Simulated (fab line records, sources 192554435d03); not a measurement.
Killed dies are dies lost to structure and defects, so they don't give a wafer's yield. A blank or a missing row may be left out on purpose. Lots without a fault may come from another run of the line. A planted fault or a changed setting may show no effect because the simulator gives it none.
Chamber matching | flow n5_finfet | N5_BEOL_M12_CMP_49 on cmp-02: 4 sister chambers
The step polishes, stops on SiOC, t overpolish 20.6 s, target thk 320 nm. 4 wafers are shown with their chamber, then 9 later ones without.

WAFERS WITH THEIR CHAMBER
wafer  | chamber | motor_current_A (A)
L081.6 | 2       | 6.5
L089.5 | 0       | 5.9
L090.1 | 1       | 5.6
L090.5 | 3       | 5.8

WAFERS WITHOUT THEIR CHAMBER
wafer  | motor_current_A (A)
L093.3 | 5.7
L093.5 | 5.9
L093.6 | 6.1
L095.2 | 5.9
L095.5 | 5.6
L095.6 | 6.6
L097.2 | 6.3
L097.4 | 5.5
L097.6 | 5.9

WHICH CHAMBER EACH WENT THROUGH
wafer  | from the rows above          | in truth
L093.3 | can't be placed: 3 or 1 or 0 | 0
L093.5 | can't be placed: 0 or 3      | 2
L093.6 | can't be placed: 0 or 3 or 2 | 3
L095.2 | can't be placed: 0 or 3      | 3
L095.5 | can't be placed: 1 or 3      | 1
L095.6 | 2                            | 2
L097.2 | can't be placed: 2 or 0      | 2
L097.4 | can't be placed: 1 or 3      | 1
L097.6 | can't be placed: 0 or 3      | 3
Placed correctly: 1 of 9. Can't be placed from these rows: 8 (the true chamber is among the candidates in 7). Placed wrongly: 0.
How it was worked out, from the rows above alone: a wafer's distance from a chamber is the root of the sum, over the readings, of the square of ((its reading less the chamber's mean) divided by the reading's scatter). The wafer belongs to the nearest chamber; if the next one is less than 2 further off, it can't be placed. A chamber's mean is the mean of its shown wafers. The scatter: with one shown wafer a chamber, the root of the mean of the squares of how far each hidden wafer lies from its nearest shown one.
